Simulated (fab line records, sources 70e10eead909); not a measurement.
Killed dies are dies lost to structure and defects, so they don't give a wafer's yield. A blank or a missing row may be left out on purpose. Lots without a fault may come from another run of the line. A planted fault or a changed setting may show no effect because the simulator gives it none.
Which tool did it? | flow nand_harc | 24 lots, 72 wafers sampled, at 5 steps of a route of 1159

WHAT THE GAUGES READ, wafer by wafer
NHARC_A_BLC_CD_MEAS_10: target cd 100 nm. Usual: cd_nm 99.8 nm, standard deviation 0.59.
lot  | measured     | on        | cd_nm (nm)        | flag
L074 | day 17 02:25 | cd_sem-02 | 99.5 99.0 99.6    |
L075 | day 17 14:03 | cd_sem-01 | 100.0 100.6 100.6 |
L076 | day 17 14:28 | cd_sem-03 | 100.4 100.0 100.1 |
L077 | day 17 19:28 | cd_sem-02 | 99.9 100.5 100.5  |
L078 | day 17 16:35 | cd_sem-03 | 101.6 100.7 100.2 |
L079 | day 18 16:58 | cd_sem-01 | 100.1 100.0 100.4 |
L080 | day 19 04:08 | cd_sem-01 | 99.5 99.4 100.1   |
L081 | day 19 06:08 | cd_sem-03 | 99.7 100.0 99.4   |
L082 | day 19 12:10 | cd_sem-02 | 100.3 100.3 100.5 |
L083 | day 19 12:38 | cd_sem-03 | 99.5 99.8 99.2    |
L085 | day 20 00:22 | cd_sem-03 | 99.6 99.9 99.2    |
L086 | day 20 04:50 | cd_sem-02 | 99.7 99.6 99.3    |
L087 | day 20 05:25 | cd_sem-03 | 99.6 99.8 99.3    |
L089 | day 20 14:20 | cd_sem-03 | 100.3 99.6 99.9   |
L084 | day 20 15:04 | cd_sem-01 | 100.8 100.6 100.9 |
L088 | day 20 23:48 | cd_sem-03 | 99.4 100.0 99.8   |
L090 | day 21 02:01 | cd_sem-02 | 99.7 99.4 99.8    |
L093 | day 21 23:11 | cd_sem-01 | 98.8 99.4 99.2    |
L091 | day 21 12:37 | cd_sem-01 | 100.1 99.8 99.5   |
L094 | day 22 00:46 | cd_sem-03 | 100.8 100.6 100.1 |
L092 | day 22 05:56 | cd_sem-01 | 99.5 98.5 99.2    |
L097 | day 22 22:31 | cd_sem-02 | 100.1 100.3 100.3 |
L095 | day 23 01:24 | cd_sem-03 | 98.5 98.6 99.1    |
L096 | day 23 02:13 | cd_sem-01 | 100.5 99.7 99.6   |

WHICH TOOL RAN EACH LOT (tool, then ch and the chambers of the sampled wafers, then the start)
lot  | NHARC_A_WL_FILL_CMP_12        | NHARC_A_CONTACT_ETCH_51                       | NHARC_A_CONTACT_ETCH_112             | NHARC_A_CONTACT_ETCH_134
L074 | cmp-03 ch 0,3, day 15 22:34   | rie_diel-02 ch 0,2,3, day 16 05:05 or earlier | har_cap_etch-02 ch 0, day 16 05:05   | har_cap_etch-03 ch 0,1, day 16 20:48
L075 | cmp-02 ch 0,2,3, day 16 09:11 | rie_diel-02 ch 0,1,3, day 16 16:31 or earlier | har_cap_etch-01 ch 0,1, day 16 16:31 | har_cap_etch-02 ch 0,1, day 17 07:04
L076 | cmp-03 ch 0,2,3, day 16 09:22 | rie_diel-02 ch 0,1, day 16 17:20 or earlier   | har_cap_etch-02 ch 1, day 16 17:20   | har_cap_etch-03 ch 0, day 17 07:47
L077 | cmp-03 ch 1,3, day 16 16:43   | rie_diel-02 ch 0,1,2, day 16 23:55 or earlier | har_cap_etch-03 ch 0,1, day 16 23:55 | har_cap_etch-03 ch 0,1, day 17 15:05
L078 | cmp-02 ch 1,2, day 16 16:49   | rie_diel-02 ch 2,3, day 16 23:28 or earlier   | har_cap_etch-02 ch 0,1, day 16 23:28 | har_cap_etch-02 ch 0,1, day 17 12:23
L079 | cmp-02 ch 0,1,2, day 17 12:53 | rie_diel-02 ch 1,2,3, day 17 18:35 or earlier | har_cap_etch-01 ch 0,1, day 17 18:35 | har_cap_etch-02 ch 0,1, day 18 12:20
L080 | cmp-02 ch 0,1,2, day 17 19:59 | rie_diel-11 ch 1,2,3, day 18 03:46 or earlier | har_cap_etch-03 ch 0,1, day 18 03:46 | har_cap_etch-02 ch 0,1, day 18 20:52
L081 | cmp-02 ch 0,1,3, day 18 03:13 | rie_diel-02 ch 0,1,2, day 18 11:31 or earlier | har_cap_etch-01 ch 0,1, day 18 11:31 | har_cap_etch-02 ch 0,1, day 19 01:58
L082 | cmp-03 ch 1,2,3, day 18 05:30 | rie_diel-11 ch 0,2, day 18 13:34 or earlier   | har_cap_etch-03 ch 0,1, day 18 13:34 | har_cap_etch-03 ch 0,1, day 19 05:14
L083 | cmp-03 ch 0,1,2, day 18 10:14 | rie_diel-12 ch 0,1,3, day 18 16:16 or earlier | har_cap_etch-02 ch 0,1, day 18 16:16 | har_cap_etch-02 ch 0,1, day 19 06:23
L085 | cmp-03 ch 1,2, day 18 22:16   | rie_diel-11 ch 0,3, day 19 05:09 or earlier   | har_cap_etch-01 ch 0,1, day 19 05:09 | har_cap_etch-01 ch 0,1, day 19 18:11
L086 | cmp-03 ch 0,2,3, day 19 03:05 | rie_diel-12 ch 0,1, day 19 09:19 or earlier   | har_cap_etch-03 ch 1, day 19 09:19   | har_cap_etch-03 ch 0,1, day 20 00:30
L087 | cmp-01 ch 0,1, day 19 04:47   | rie_diel-02 ch 0,1,3, day 19 10:46 or earlier | har_cap_etch-01 ch 0,1, day 19 10:46 | har_cap_etch-02 ch 0,1, day 20 00:48
L089 | cmp-01 ch 0,1, day 19 10:40   | rie_diel-02 ch 1,3, day 19 16:35 or earlier   | har_cap_etch-03 ch 0,1, day 19 16:35 | har_cap_etch-01 ch 0,1, day 20 05:52
L084 | cmp-02 ch 0,2,3, day 19 10:43 | rie_diel-11 ch 1,2,3, day 19 16:53 or earlier | har_cap_etch-01 ch 0,1, day 19 16:53 | har_cap_etch-03 ch 0,1, day 20 06:46
L088 | cmp-02 ch 2,3, day 19 19:29   | rie_diel-12 ch 2,3, day 20 01:47 or earlier   | har_cap_etch-03 ch 0,1, day 20 01:47 | har_cap_etch-02 ch 0,1, day 20 16:53
L090 | cmp-02 ch 0,1,3, day 19 23:44 | rie_diel-11 ch 0,1,3, day 20 06:25 or earlier | har_cap_etch-02 ch 0,1, day 20 06:25 | har_cap_etch-02 ch 0,1, day 20 20:59
L093 | cmp-02 ch 1,3, day 20 11:53   | rie_diel-12 ch 0,1, day 20 20:21 or earlier   | har_cap_etch-03 ch 1, day 20 20:21   | har_cap_etch-01 ch 0,1, day 21 11:05
L091 | cmp-01 ch 0,1,3, day 20 11:55 | rie_diel-02 ch 1,2, day 20 18:41 or earlier   | har_cap_etch-01 ch 0,1, day 20 18:41 | har_cap_etch-03 ch 0,1, day 21 08:28
L094 | cmp-01 ch 0,1,3, day 20 16:14 | rie_diel-02 ch 0,1,3, day 20 23:37 or earlier | har_cap_etch-01 ch 0, day 20 23:37   | har_cap_etch-02 ch 0,1, day 21 16:19
L092 | cmp-01 ch 0,3, day 20 23:20   | rie_diel-02 ch 0,3, day 21 07:15 or earlier   | har_cap_etch-01 ch 0,1, day 21 07:15 | har_cap_etch-01 ch 0,1, day 21 21:34
L097 | cmp-02 ch 0,1,2, day 21 20:29 | rie_diel-12 ch 0,1,2, day 22 02:32 or earlier | har_cap_etch-03 ch 1, day 22 02:32   | har_cap_etch-01 ch 0,1, day 22 16:47
L095 | cmp-02 ch 0,1,2, day 21 22:06 | rie_diel-12 ch 0,1,2, day 22 04:45 or earlier | har_cap_etch-02 ch 0,1, day 22 04:45 | har_cap_etch-02 ch 0,1, day 22 20:58
L096 | cmp-03 ch 0,2,3, day 22 00:46 | rie_diel-12 ch 0,1,2, day 22 06:51 or earlier | har_cap_etch-01 ch 0,1, day 22 06:51 | har_cap_etch-01 ch 0,1, day 22 21:27
- NHARC_A_WL_FILL_CMP_12: polishes, t overpolish 30 s, target thk 75 nm.
- NHARC_A_CONTACT_ETCH_51: etches the open film in O2/COS, target depth 3600 nm, time 936 s.
- NHARC_A_CONTACT_ETCH_112: etches the open film in C4F8/O2/Ar, time 94 s, target depth 922 nm.
- NHARC_A_CONTACT_ETCH_134: etches the open film in C4F8/O2/Ar, time 140 s, target depth 700 nm.

WHAT THE TOOLS THEMSELVES READ (means of the sampled wafers that have a number; where no wafer has one, the mark that the record gives instead)
NHARC_A_WL_FILL_CMP_12. Usual: motor_current_A 12.1 A, standard deviation 0.88; overpolish_run_s 29.999 s, standard deviation 0.01; slurry_flow_ml_min 149.9, standard deviation 0.43; time_to_endpoint_s 15.7 s, standard deviation 2.4.
lot  | tool   | motor_current_A (A) | overpolish_run_s (s) | slurry_flow_ml_min | time_to_endpoint_s (s) | flag
L074 | cmp-03 | 11.4                | 30.002               | 149.7              | 16.0                   |
L075 | cmp-02 | 12.0                | 30.010               | 149.8              | 16.5                   |
L076 | cmp-03 | 12.3                | 30.003               | 149.9              | 13.1                   |
L077 | cmp-03 | 12.0                | 30.002               | 150.0              | 13.5                   |
L078 | cmp-02 | 11.7                | 30.007               | 150.3              | 13.8                   |
L079 | cmp-02 | 12.4                | 29.992               | 150.1              | 15.4                   |
L080 | cmp-02 | 12.6                | 30.000               | 150.4              | 14.4                   |
L081 | cmp-02 | 12.3                | 29.999               | 150.3              | 15.9                   |
L082 | cmp-03 | 12.8                | 29.999               | 150.0              | 14.8                   |
L083 | cmp-03 | 11.8                | 29.998               | 150.1              | 16.5                   |
L085 | cmp-03 | 12.2                | 29.996               | 150.3              | 13.5                   |
L086 | cmp-03 | 12.2                | 30.006               | 149.4              | 14.9                   |
L087 | cmp-01 | 11.0                | 29.996               | 149.6              | 14.6                   |
L089 | cmp-01 | 11.1                | 30.001               | 150.0              | 16.3                   |
L084 | cmp-02 | 12.7                | 29.992               | 150.0              | 18.6                   |
L088 | cmp-02 | 12.2                | 29.995               | 150.0              | 20.4                   |
L090 | cmp-02 | 12.5                | 29.999               | 149.8              | 18.7                   |
L093 | cmp-02 | 12.2                | 29.990               | 150.1              | 20.5                   |
L091 | cmp-01 | 11.7                | 29.993               | 149.8              | 13.4                   |
L094 | cmp-01 | 11.9                | 30.006               | 149.4              | 14.4                   |
L092 | cmp-01 | 12.2                | 30.002               | 149.9              | 11.8                   |
L097 | cmp-02 | 12.4                | 29.991               | 149.5              | 16.2                   |
L095 | cmp-02 | 12.7                | 29.998               | 150.1              | 17.9                   |
L096 | cmp-03 | 12.7                | 29.996               | 149.9              | 17.7                   |

NHARC_A_CONTACT_ETCH_51. Usual: drypump_motor_current_A 5.6 A, standard deviation 0.5; oes_product_au 1.000 a.u., standard deviation 0.0075; rf_vpp_V 314.4 V, standard deviation 2.2; showerhead_plenum_p_Torr 3.14 Torr, standard deviation 0.14; throttle_valve_pct 28.330 %, standard deviation 0.008.
lot  | tool        | drypump_motor_current_A (A) | oes_product_au (a.u.) | rf_vpp_V (V) | showerhead_plenum_p_Torr (Torr) | throttle_valve_pct (%) | flag
L074 | rie_diel-02 | 5.9                         | 1.003                 | 315.0        | 3.15                            | 28.333                 |
L075 | rie_diel-02 | 5.7                         | 0.999                 | 316.3        | 3.24                            | 28.336                 |
L076 | rie_diel-02 | 5.8                         | 0.998                 | 315.9        | 3.25                            | 28.332                 |
L077 | rie_diel-02 | 5.6                         | 0.998                 | 314.2        | 3.13                            | 28.326                 |
L078 | rie_diel-02 | 5.7                         | 1.004                 | 314.1        | 3.14                            | 28.332                 |
L079 | rie_diel-02 | 5.4                         | 1.000                 | 313.6        | 3.11                            | 28.336                 |
L080 | rie_diel-11 | 5.7                         | 1.011                 | 314.8        | 3.17                            | 28.321                 |
L081 | rie_diel-02 | 5.6                         | 0.995                 | 314.4        | 3.13                            | 28.331                 |
L082 | rie_diel-11 | 4.9                         | 1.006                 | 316.7        | 3.28                            | 28.335                 |
L083 | rie_diel-12 | 5.5                         | 1.002                 | 313.6        | 3.08                            | 28.326                 |
L085 | rie_diel-11 | 5.6                         | 1.003                 | 317.3        | 3.32                            | 28.327                 |
L086 | rie_diel-12 | 5.5                         | 0.999                 | 312.9        | 3.04                            | 28.329                 |
L087 | rie_diel-02 | 5.7                         | 0.996                 | 315.8        | 3.23                            | 28.332                 |
L089 | rie_diel-02 | 5.2                         | 0.996                 | 315.5        | 3.19                            | 28.328                 |
L084 | rie_diel-11 | 5.7                         | 1.004                 | 314.1        | 3.16                            | 28.323                 |
L088 | rie_diel-12 | 5.8                         | 0.999                 | 313.9        | 3.13                            | 28.319                 |
L090 | rie_diel-11 | 5.8                         | 1.003                 | 314.1        | 3.20                            | 28.332                 |
L093 | rie_diel-12 | 5.5                         | 1.003                 | 313.1        | 3.03                            | 28.329                 |
L091 | rie_diel-02 | 5.1                         | 0.996                 | 313.9        | 3.08                            | 28.330                 |
L094 | rie_diel-02 | 5.7                         | 0.989                 | 315.6        | 3.23                            | 28.327                 |
L092 | rie_diel-02 | 6.1                         | 0.993                 | 316.3        | 3.27                            | 28.335                 |
L097 | rie_diel-12 | 5.5                         | 0.997                 | 313.1        | 3.03                            | 28.333                 |
L095 | rie_diel-12 | 5.5                         | 1.000                 | 312.0        | 3.03                            | 28.330                 |
L096 | rie_diel-12 | 5.5                         | 1.003                 | 312.1        | 3.03                            | 28.325                 |

THE ANSWER, worked out from the rows above alone
Rule: a lot is off if the mean of its wafers that have a number lies more than 3 standard deviations from the usual mean. A lot without any number at a reading at which 4 lots or more have one is off too. The other lots that the step has rows for count as sound. The gauges are gone through in route order, then the tools' own readings, and for those a lot's mean is taken as printed above. The first step at which some lot is off is used, and at that step the reading that is off furthest; a lot without a number counts as furthest.
No lot is off at any reading shown: from this, nothing can be told.

WHAT THE SIMULATOR HAD PUT IN
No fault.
